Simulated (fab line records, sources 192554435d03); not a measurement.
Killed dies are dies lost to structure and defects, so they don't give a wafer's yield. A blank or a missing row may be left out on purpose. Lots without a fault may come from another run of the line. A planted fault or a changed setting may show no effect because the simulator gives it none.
fab line records | flow n5_finfet
record lots=4 wafers=12 last_day=17
route steps=1938 shown DUMMY_GATE@228 BEOL_M4@1111 PASSIVATION@1936
lots that met no fault: from a run of the same line without faults
start_h: hours from the record's first day to the start of the lot's first wafer shown | wait_h: hours since the lot's step before | " the same as in the row above | L1.1+2: a row that stands for several wafers | - no value, or no start given | * or withheld: withheld | < > ~ a bound
route shown NAME@n: a module of which the file shows steps, and the number in the route of the first | usual: mean/standard deviation of fault-free wafers | same: alike in all rows | chamber/n: place in a boat | sites: the reading at each site | _std_site: their standard deviation | _edge_site: outer sites' mean less inner sites' | radius_mm: how far each site lies from the wafer's centre | mask NAME#n: copy n | behind: the tool/chamber that last shaped the wafer | hold: why the lot was held/for how many hours/how that ended | device: the transistor (n, p or np) that didn't switch | end of line: the same wafers' tests at the end of the route | a step without rows: its recipe alone | killed: dies lost to structure and defects at the first sort, not the wafer's yield | map: a wafer's dies, x killed, . not, _ none there
set.NAME: the setting as run; set.NAME@STEP: as run at that earlier step | model.NAME: the simulator's own value behind a step, which no gauge read
lots at some steps of the route; a table a step, a row a wafer
services: from which hour (start_h, from the record's first day; less than 0 if before it) a tool's chamber was out of use, for how many hours, and why
## steps
# step N5_DUMMY_GATE_EXPOSE_12
# recipe mask_id=GATE na=0.33 source_shape=annular sigma_inner=0.2 sigma_outer=0.6 polarization=unpolarized target_cd_nm=25 dose_mj=34
# step N5_DUMMY_GATE_PEB_13
# recipe peb_temp_c=100 peb_time_s=60 resist=CAR-EUV
# step N5_DUMMY_GATE_DEVELOP_14
# recipe develop_time_s=30 developer=TMAH resist=CAR-EUV rinse_liquid=surfactant_rinse dry=air_spin dev_temp_c=23
# step N5_DUMMY_GATE_DESCUM_20
# recipe chemistry=O2 time_s=6.2 source_power_w=50 bias_power_w=20 pressure_mtorr=20 rf_frequency_hz=2.712e+07 temp_c=40 resist=CAR-EUV o2_flow_sccm=225
# step N5_DUMMY_GATE_ETCH_29
# recipe chemistry=N2/H2 target=underlayer target_depth_a=130 ion_energy_ev=200 pressure_mtorr=30 source_w=840 bias_w=150 n2_flow_sccm=200 h2_flow_sccm=200
# step N5_DUMMY_GATE_ETCH_36
# recipe chemistry=CF4 target=SiARC target_depth_a=130 pressure_mtorr=40 source_w=545 bias_w=36 Ar_flow_sccm=100 cf4_flow_sccm=100 ion_energy_ev=80
# step N5_DUMMY_GATE_ETCH_37
# recipe chemistry=N2/H2 target=SOC target_depth_a=600 overetch_a=300 temp_c=40 ion_energy_ev=200 pressure_mtorr=30 source_w=840 bias_w=150 n2_flow_sccm=200 h2_flow_sccm=200
# step N5_DUMMY_GATE_STRIP_38
# recipe chemistry=N2/H2 temp_c=40 n2_flow_sccm=200 h2_flow_sccm=200 rf_frequency_hz=6e+07
# step N5_DUMMY_GATE_STRIP_39
# recipe chemistry=N2/H2 temp_c=40 n2_flow_sccm=200 h2_flow_sccm=200 rf_frequency_hz=6e+07
# step N5_DUMMY_GATE_TRIM_49
# recipe chemistry=O2 resist=SOC time_s=29 target_cd_nm=14 source_power_w=300 bias_power_w=0 O2_flow_sccm=100 temp_c=20
# usual drypump_motor_current_A=5.9/0.41 oes_product_au=0.993/0.021 rf_fwd_power_W=298.5/1.1 throttle_valve_pct=8.12/0.14
# columns lot.wafer tool chamber start_h wait_h drypump_motor_current_A oes_product_au rf_fwd_power_W rf_hours_counter_h throttle_valve_pct model.DUMMY_GATE.cd_nm
L257.3 rie_si-04 1 96.70 0.0 6.5 0.745 298.8 48 7.99 17.4
L257.4 " 0 " " 5.8 0.727 297.6 153 8.21 17.4
L257.5 " 2 " " 5.9 0.725 299.6 - 8.12 17.2
L259.1 rie_si-04 0 110.08 0.0 5.8 0.727 298.2 153 8.23 18
L259.3 " 1 " " 6.5 0.747 298.8 48 7.99 18
L259.5 " 0 " " 5.8 0.733 298.9 - 8.25 17.6
L267.2 rie_si-01 2 158.09 0.0 6.1 1.003 298.6 0 8.16 14.2
L267.3 " 3 " " 6.5 0.968 298.8 74 8.11 13.6
L267.6 " 2 " " 6.1 1.002 297.5 - 8.16 14.2
L270.1 rie_si-04 0 176.69 0.0 5.8 0.961 297.1 154 8.24 13.8
L270.3 " 2 " " 5.9 0.982 300.8 4 8.12 14.4
L270.6 " 3 " " 6.0 0.993 297.5 - 7.86 14.4
# step N5_DUMMY_GATE_STRIP_40
# recipe chemistry=CF4 resist=SiARC power_w=300 bias_power_w=75 pressure_mtorr=50 cf4_flow_sccm=150 rf_frequency_hz=6e+07
# step N5_DUMMY_GATE_CD_MEAS_50
# recipe target_cd_nm=14
# usual cd_nm=14.0/0.37
# columns lot.wafer tool chamber start_h wait_h cd_nm
L257.3 cd_sem-02 - 96.85 0.0 17.1
L257.4 " - " " 17.2
L257.5 " - " " 17.4
L259.1 cd_sem-01 - 110.23 0.0 18.3
L259.3 " - " " 17.8
L259.5 " - " " 17.6
L267.2 cd_sem-03 - 158.33 0.0 14.0
L267.3 " - " " 13.6
L267.6 " - " " 13.9
L270.1 cd_sem-02 - 176.84 0.0 13.8
L270.3 " - " " 14.2
L270.6 " - " " 14.2
# step N5_DUMMY_GATE_ETCH_31
# recipe chemistry=C4F6/O2 target=SiO2 mask_material=SOC target_depth_a=825 time_s=27.5 ion_energy_ev=250 pressure_mtorr=30 source_w=345 bias_w=185 Ar_flow_sccm=300 C4F6_flow_sccm=10 O2_flow_sccm=10
# step N5_DUMMY_GATE_STRIP_41
# recipe chemistry=O2 power_w=400 temp_c=40 pressure_mtorr=30 rf_frequency_hz=6e+07 bias_power_w=0 overash_fraction=0.3 o2_flow_sccm=225
# step N5_DUMMY_GATE_HM_OPEN_21
# recipe chemistry=CH3F/O2 target=SiNx target_depth_a=1200 Ar_flow_sccm=150 CH3F_flow_sccm=30 O2_flow_sccm=23 time_s=171.4 pressure_mtorr=30 source_w=395 bias_w=73 ion_energy_ev=120.7
# step N5_DUMMY_GATE_ETCH_32
# recipe chemistry=CF4 target=SiO2 target_depth_a=35 time_s=3.9 ion_energy_ev=350 pressure_mtorr=10 icp_w=800 bias_w=400 cf4_flow_sccm=80
# step N5_DUMMY_GATE_ETCH_23
# recipe chemistry=HBr/Cl2/O2 HBr_flow_sccm=150 Cl2_flow_sccm=80 O2_flow_sccm=12 bias_w=102 target_depth_a=410 time_s=22.3 target=poly-Si mask_material=SiO2 pressure_mtorr=10 icp_w=800
# step N5_DUMMY_GATE_ETCH_44
# recipe chemistry=HBr/O2 over_etch_frac=0.7 target_depth_a=1275 stop_on=SiO2 ion_energy_ev=60 bias_w=20 target=poly-Si mask_material=SiO2 pressure_mtorr=20 icp_w=400 HBr_flow_sccm=120 O2_flow_sccm=10
# step N5_DUMMY_GATE_CD_MEAS_24
# recipe target_cd_nm=15
# usual cd_nm=15.0/0.45
# columns lot.wafer tool chamber start_h wait_h cd_nm
L257.3 cd_sem-02 - 97.37 0.1 18.6
L257.4 " - " " 18.6
L257.5 " - " " 18.3
L259.1 cd_sem-02 - 110.73 0.1 19.0
L259.3 " - " " 18.7
L259.5 " - " " 18.4
L267.2 cd_sem-01 - 158.93 0.1 15.5
L267.3 " - " " 14.4
L267.6 " - " " 15.6
L270.1 cd_sem-03 - 177.33 0.1 14.8
L270.3 " - " " 15.5
L270.6 " - " " 15.4
# step N5_DUMMY_GATE_ETCH_42
# recipe chemistry=CHF3/O2 target=SiO2 target_depth_a=35 time_s=31 ion_energy_ev=30 bias_w=12 pressure_mtorr=30 source_w=600 Ar_flow_sccm=200 CHF3_flow_sccm=50 O2_flow_sccm=5
# usual drypump_motor_current_A=5.7/0.41 oes_product_au=0.79/0.083 rf_fwd_power_W=594.0/2.4 rf_vpp_V=42.2/0.89 showerhead_plenum_p_Torr=2.42/0.087 throttle_valve_pct=18.85/0.2
# columns lot.wafer tool chamber start_h wait_h drypump_motor_current_A oes_product_au rf_fwd_power_W rf_hours_counter_h rf_vpp_V showerhead_plenum_p_Torr throttle_valve_pct model.DUMMY_GATE.cd_nm
L257.3 rie_diel-02 2 97.58 0.2 5.7 0.70 596.6 200 41.2 2.40 18.70 18.4
L257.4 " 0 " " 5.0 0.80 592.7 125 42.4 2.24 18.88 18.4
L257.5 " 1 " " 5.2 0.98 591.8 - 41.5 2.37 18.36 18.4
L259.1 rie_diel-02 0 110.78 0.0 5.0 0.80 589.8 128 42.1 2.24 18.89 19
L259.3 " 2 " " 5.8 0.70 598.3 204 43.4 2.39 18.71 18.6
L259.5 " 3 " " 5.5 0.75 595.5 - 42.4 2.41 18.76 18.2
L267.2 rie_diel-04 0 158.98 0.0 6.4 0.78 594.0 106 41.3 2.25 18.91 15.6
L267.3 " 1 " " 6.2 0.81 595.0 90 41.9 2.43 18.68 14.4
L267.6 " 2 " " 5.5 0.65 595.5 - 41.5 2.47 19.01 15.6
L270.1 rie_diel-03 0 177.38 0.0 5.4 0.72 595.6 185 43.2 2.40 19.21 14.6
L270.3 " 3 " " 6.3 0.80 591.9 102 42.2 2.54 18.91 15.4
L270.6 " 3 " " 6.3 0.81 592.9 - 41.2 2.54 18.90 15.4
# step N5_DUMMY_GATE_STRIP_48
# recipe chemistry=N2/H2 time_s=20 power_w=100 temp_c=40 pressure_mtorr=100 rf_frequency_hz=6e+07 bias_power_w=3 n2_flow_sccm=300 h2_flow_sccm=300
# step N5_BEOL_M4_RC_MEAS_101
# usual DIBL_N=36.0/1.7 DIBL_P=36.2/2.3 IOFF_N=0.16/0.03 IOFF_P=0.21/0.036 ION_N=679/11 ION_P=465/7.1 SS_N=71.4/0.58 SS_P=73.3/0.75 VT_N=249/3.1 VT_P=-251/3.5
# columns lot.wafer tool chamber start_h wait_h DIBL_N[mV/V] DIBL_P[mV/V] IOFF_N[nA/um] IOFF_P[nA/um] ION_N[uA/um] ION_P[uA/um] SS_N[mV/dec] SS_P[mV/dec] VT_N[mV] VT_P[mV]
L267.2 prober-02 0 280.38 0.2 33.9 34.4 0.11 0.18 665 461 70.8 72.9 252 -251
L267.3 " 0 " " 38.7 39.9 0.19 0.25 700 474 72.0 74.0 248 -247
L267.6 " 0 " " 34.8 34.9 0.13 0.17 672 462 70.9 72.3 253 -253
L270.1 prober-01 0 313.62 0.0 38.6 37.5 0.18 0.24 684 469 71.9 73.9 246 -247
L270.3 " 0 " " 37.3 36.1 0.18 0.21 706 474 71.2 73.2 247 -251
L270.6 " 0 " " 36.4 35.1 0.15 0.20 687 461 70.8 73.6 247 -250
# step N5_PASSIVATION_PROBE_49
# usual killed_at_M0_to_M3=31/11 killed_at_M4_up=14/5.1 killed_at_contacts=12/5.6 killed_at_front_end=42/12 killed_at_other=3.8/2.9 killed_dies=103/18 killed_on_rim=14/4.5 killed_open=67/14 killed_short=33/8
# same gross_dies=1180 killed_at_back_side=0
# columns lot.wafer tool chamber start_h wait_h killed_at_M0_to_M3 killed_at_M4_up killed_at_contacts killed_at_front_end killed_at_other killed_dies killed_on_rim killed_open killed_short
L257.3 prober-01 - 326.36 0.1 53 12 6 1055 4 1130 131 72 43
L257.4 prober-01 - 326.41 0.2 41 14 4 1070 3 1132 142 69 34
L257.5 prober-01 - 326.46 0.2 59 31 10 979 2 1081 134 94 42
L259.1 prober-02 - 367.91 0.0 25 14 15 1103 1 1158 147 64 45
L259.3 prober-02 - 368.01 0.1 26 13 18 1094 2 1153 138 57 20
L259.5 prober-02 - 368.11 0.2 35 11 12 1034 5 1097 132 76 20
L267.2 prober-01 - 384.81 0.1 47 8 13 15 4 87 11 62 22
L267.3 prober-01 - 384.86 0.1 46 14 9 39 3 111 23 65 37
L267.6 prober-01 - 385.01 0.3 17 13 10 37 1 78 9 47 28
# killed by level:class
L257.3 DUMMY_GATE:area_trim=1014 BEOL_M0_SAQP:geometric_particle:short=17 BEOL_M0_SAQP:geometric_particle:open=16 BEOL_M1:geometric_particle:open=9 STI_FIN_REVEAL:geometric_particle:open=6 ILD0:geometric_particle:open=6 MOL_CONTACT_COAG:geometric_particle:open=5 BEOL_M2:geometric_particle:open=5
L257.4 DUMMY_GATE:area_trim=1029 BEOL_M0_SAQP:geometric_particle:open=13 FIN_SAQP:geometric_particle:open=12 FIN_SAQP:geometric_particle:short=8 BEOL_M0_SAQP:geometric_particle:short=8 BEOL_M3:geometric_particle:open=7 DUMMY_GATE:geometric_particle:open=6 BEOL_M1:geometric_particle:open=6
L257.5 DUMMY_GATE:area_trim=945 BEOL_M0_SAQP:geometric_particle:open=17 BEOL_M4:geometric_particle:open=17 BEOL_M0_SAQP:geometric_particle:short=15 BEOL_M1:geometric_particle:open=9 MOL_CONTACT_COAG:geometric_particle:open=7 BEOL_M2:geometric_particle:open=7 ILD0:geometric_particle:open=6
L259.1 DUMMY_GATE:area_trim=1049 FIN_SAQP:geometric_particle:open=17 FIN_SAQP:geometric_particle:short=16 MOL_CONTACT_COAG:geometric_particle:open=10 BEOL_M0_SAQP:geometric_particle:short=7 MOL_CONTACT_COAG:geometric_particle:short=5 BEOL_M0_SAQP:geometric_particle:open=5 BEOL_M3:geometric_particle:open=4
L259.3 DUMMY_GATE:area_trim=1076 MOL_CONTACT_COAG:geometric_particle:open=13 FIN_SAQP:geometric_particle:open=9 BEOL_M0_SAQP:geometric_particle:open=6 BEOL_M1:geometric_particle:open=6 BEOL_M4:geometric_particle:open=5 MOL_CONTACT_COAG:geometric_particle:short=5 BEOL_M0:geometric_particle:open=5
L259.5 DUMMY_GATE:area_trim=1001 MOL_CONTACT_COAG:geometric_particle:open=9 BEOL_M1:geometric_particle:open=9 FIN_SAQP:geometric_particle:open=7 DUMMY_GATE:geometric_particle:open=7 BEOL_M0_SAQP:geometric_particle:open=7 STI_FIN_REVEAL:geometric_particle:open=6 BEOL_M0:geometric_particle:open=5
L267.2 BEOL_M2:geometric_particle:open=14 MOL_CONTACT_COAG:geometric_particle:open=13 BEOL_M1:geometric_particle:open=11 BEOL_M0_SAQP:geometric_particle:short=9 BEOL_M3:geometric_particle:open=8 PAD_METAL:geometric_particle:open=4 GATE_CUT:geometric_particle:short=3 BEOL_M0_SAQP:geometric_particle:open=3
L267.3 BEOL_M1:geometric_particle:open=14 DUMMY_GATE:geometric_particle:open=9 BEOL_M0_SAQP:geometric_particle:short=8 HKMG_FIN:area_etch=8 BEOL_M1:geometric_particle:short=7 MOL_CONTACT_COAG:geometric_particle:open=6 BEOL_M5:geometric_particle:open=6 BEOL_M3:geometric_particle:open=5
L267.6 GATE_CUT:geometric_particle:short=7 MOL_CONTACT_COAG:geometric_particle:open=7 GATE_CUT:geometric_particle:open=6 BEOL_M1:geometric_particle:open=4 BEOL_M4:geometric_particle:open=4 BEOL_M5:geometric_particle:open=4 STARTING-WAFER:geometric_particle:open=4 STI_FIN_REVEAL:geometric_particle:short=3
# map L257.4 (x killed, . not)
_________________x..x.xxxx.x.________________
______________xxxxxxxxxxx.xxxxx._____________
___________xxx..x.xxxxxxxxxx...xx..__________
__________xxxxx.xxx..xxxx.xxxx.xxxxx_________
________xxxx.xxxxxxxxxxx.xx.x.x.xxxx.x_______
_______xxxxxxxxxxxxxxxxxxxxxxx...xxxxxx______
______xxxxxxxxxxxxxx.xxxxxxxxxxx.x..xxxx_____
_____xxxxxxxxxxxxx.xxxxxxxxxxxxxxxxxxxxxx____
____xxxxxxxxxxxxxxxxxx.xx.xxxx.xxx.xxxxxxx___
___xxxxxxxxx.xxxxxxxxxxxxxxxxxxxxxxxxxxx.xx__
___xxxxxxxxxxxxxxxxxxxxxxxxxxxx.xxxxxxxxxxx__
__xxxxxxxxxxxxxxxxxxxxxxxxxxxxxxxxxxxxx.xxxx_
__xxxxxxxxxxxxxxxxxxxxxxxxxxxxxxx.xxxxxxxxxx_
_xxxxxxxxxxxxxxxxxxxxxxxxxxxxxxxxxxxxxxxxxxxx
_xxxxxxxxxxxx.xxxxxxxxxxxxxxxxxxxxxxxxxxxxxxx
_xxxxxxxxxxxxxxxxxxxxxxxxxxxxxxxxxxxxxxxxxxxx
_xxxxxxxxxxxxxxxxxxxxxxxxxxxxxxxxxxxxxxxxxxxx
_xxxxxxxxxxxxxxxxxxxxxxxxxxxxxxxxxxxxxxxxxxxx
_xxxxxxxxxxxxxxxxxxxxxxxxxxxxxxxxx..xxxxxxxxx
_xxxxxxxxxxxxxxxxxxxxxxxxxxxxxxxxxxxxxxxxxxxx
_xxxxxxxxxxxxxxxxxxxxxxxxxxxxxxxxxxxxxxxxxxxx
__xxxxxxxxxxxxxxxxxxxxxxxxxxxxxxxxxxxxxxxxxx_
__xxxxxxxxxxxxxxxxxxxxxxxxxxxxxxxxxxxxx.xxxx_
___xxxxxxxxxxxxxxxxxxxxxxxxxxxxxxxxxxxxxxxx__
___xxxxxxxxxxxxxxxxxxxxxxxxxxxxxxxxxxxxxxxx__
____xxxxxxxxxxxxxxxxxxxxxxxxxxxxxxxxx.xxxx___
_____xxxxxxxxxxxxxxxxxxxxxxxxxxxxxxxxxxxx____
______xxxxxxxxxxxxxxxxxxxxxxxxxxxxxxxxxx_____
_______xxxxxxxxxxxxxxxxxxxxxxxxxxxxxxxx______
________xxxxxxxxxxxxxxxxxxxxxxxxxxxxxx_______
__________xxxxxxxxxxxxxxxxxxxxxxxxxx_________
___________xxxxxxxxxxxxxxxxxxxxxxxx__________
______________xxxxxxxxxxxxxxxxxx_____________
_________________xxxxxxxxxxxx________________
# map L259.1 (x killed, . not)
_________________xxx.x.xxx...________________
______________xxxxxxxxxxx..xxxxx_____________
___________xxxxxxxxxxxxxxxxxxxxxxxx__________
__________xxxxxxx.xxxxxxxxxxxxxxxxxx_________
________xxxxxxxxxxxxxxxxxxxxxxxxxxxxxx_______
_______xxxxxx.xxxxxxxxxxxxxx.xxxx.xxxxx______
______xxxxxxxxxxxxxxxxxx.xxxxxxxxxxx..xx_____
_____xxxxxxxxxxxxxxxxxxxxxx.xxxxxxxxxxxxx____
____xxxxxxxxxxxxxxxxxxxxxxxxxxxxxx.x.xxxxx___
___xxxxxxxxxxxxxxxxxxxxxxxxxxxxxxxxxxxxxxxx__
___xxxxxxxxxxxxxxxxxxxxxxxxxxxx.xxxxxxxxxxx__
__xxxxxxxxxxxxxxxxxxxxxxxxxxxxxxxxxxxxxxx.xx_
__xxxxxxxxxxxxxxxxxxxxxxxxxxxxxxxxxxxxxxxxxx_
_xxxxxxxxxxxxxxxxxxxxxxxxxxxxxxxxxxxxxxxxxxxx
_xxxxxxxxxxxxxxxxxxx.xxxxxxxxxxxxxx.xxxxxxxxx
_xxxxxxxxxxxxxxxxxxxxxxxxxxxxxxx.xxxxxxxxxxxx
_xxxxxxxxxxxxxxxxxxxxxxxxxxxxxxxxxxxxxxxxxxxx
_xxxxxxxxxxxxxxxxxxxxxxxxxxxxxxxxxxxxxxxxxxxx
_xxxxxxxxxxxxxxxxxxxxxxxxxxxxxxxxxxxxxxxxxxxx
_xxxxxxxxxxxxxxxxxxxxxxxxxxxxxxxxxxxxxxxxxxxx
_xxxxxxxxxxxxxxxxxxxxxxxxxxxxxxxxxxxxxxxxxxxx
__xxxxxxxxxxxxxxxxxxxxxxxxxxxxxxxxxxxxxxxxxx_
__xxxxxxxxxxxxxxxxxxxxxxxxxxxxxxxxxxxxxxxxxx_
___xxxxxxxxxxxxxxxxxxxxxxxxxxxxxxxxxxxxxxxx__
___xxxxxxxxxxxxxxxxxxxxxxxxxxxxxxxxxxxxxxxx__
____xxxxxxxxxxxxxxxxxxxxxxxxxxxxxxxxxxxxxx___
_____xxxxxxxxxxxxxxxxxxxxxxxxxxxxxxxxxxxx____
______xxxxxxxxxxxxxxxxxxxxxxxxxxxxxxxxxx_____
_______xxxxxxxxxxxxxxxxxxxxxxxxxxxxxxxx______
________xxxxxxxxxxxxxxxxxxxxxxxxxxxxxx_______
__________xxxxxxxxxxxxxxxxxxxxxxxxxx_________
___________xxxxxxxxxxxxxxxxxxxxxxxx__________
______________xxxxxxxxxxxxxxxxxx_____________
_________________xxxxxxxxxxxx________________
## services
# columns tool chamber start_h hours kind
rie_diel-02 1 73.75 - clean
rie_diel-02 1 73.75 - consumable_replace:focus_ring
rie_diel-02 1 73.75 19.5 scheduled_down
rie_diel-02 1 73.75 19.5 vent_cycle
rie_diel-02 - 102.59 2.8 pm
rie_si-01 1 123.29 8.5 repair
rie_si-01 2 131.82 - clean
rie_si-01 2 131.82 13.2 scheduled_down
rie_si-01 2 131.82 13.2 vent_cycle
rie_diel-04 3 136.92 - clean
rie_diel-04 3 136.92 - consumable_replace:focus_ring
rie_diel-04 3 136.92 28.0 scheduled_down
rie_diel-04 3 136.92 28.0 vent_cycle
rie_diel-03 1 144.94 3.3 repair
rie_diel-03 1 148.25 - clean
rie_diel-03 1 148.25 - consumable_replace:esc
rie_diel-03 1 148.25 - consumable_replace:focus_ring
rie_diel-03 1 148.25 23.6 scheduled_down
rie_diel-03 1 148.25 23.6 vent_cycle
rie_diel-04 2 165.08 - clean
rie_diel-04 2 165.08 - consumable_replace:focus_ring
rie_diel-04 2 165.08 20.6 scheduled_down
rie_diel-04 2 165.08 20.6 vent_cycle
## key
first_sign step=N5_DUMMY_GATE_TRIM_49 reading=oes_product_au direction=down sigmas=12 usual=0.993 struck=0.734
effect step=N5_DUMMY_GATE_CD_MEAS_50 reading=cd_nm direction=up sigmas=9.6 usual=14.0 struck=17.6
effect step=N5_DUMMY_GATE_CD_MEAS_24 reading=cd_nm direction=up sigmas=7.9 usual=15.0 struck=18.6
effect step=N5_PASSIVATION_PROBE_49 reading=killed_at_front_end direction=up sigmas=82 usual=42 struck=1056
model_effect step=N5_DUMMY_GATE_TRIM_49 value=DUMMY_GATE.cd_nm without=13.87 struck=17.6
model_effect step=N5_DUMMY_GATE_ETCH_42 value=DUMMY_GATE.cd_nm without=14.83 struck=18.5
more_kills_born_at N5_DUMMY_GATE_TRIM_49@rie_si-04=6114
met_at N5_DUMMY_GATE_TRIM_49
struck_wafers L257.3,L257.4,L257.5,L259.1,L259.3,L259.5
later_rows_left_out L257.3,L257.4,L257.5,L259.1,L259.3,L259.5
tester_left_out L257,L259
fault kind=process_parameter_drift tool=rie_si-04 chamber=- onset_h=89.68 steps=N5_DUMMY_GATE_TRIM_49 channel=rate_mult offset=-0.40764 shape=step end_h=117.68
# tester_left_out: of these lots the tester's yield and bins aren't shown, on N5 and GAA mostly nor the transistor test; their killed dies are dies lost to structure and defects alone, not to doping, threshold or leakage, so they don't give the yield
# later_rows_left_out: the simulator's readings of these wafers behind a module that went badly wrong aren't trusted and aren't shown, but for the sort
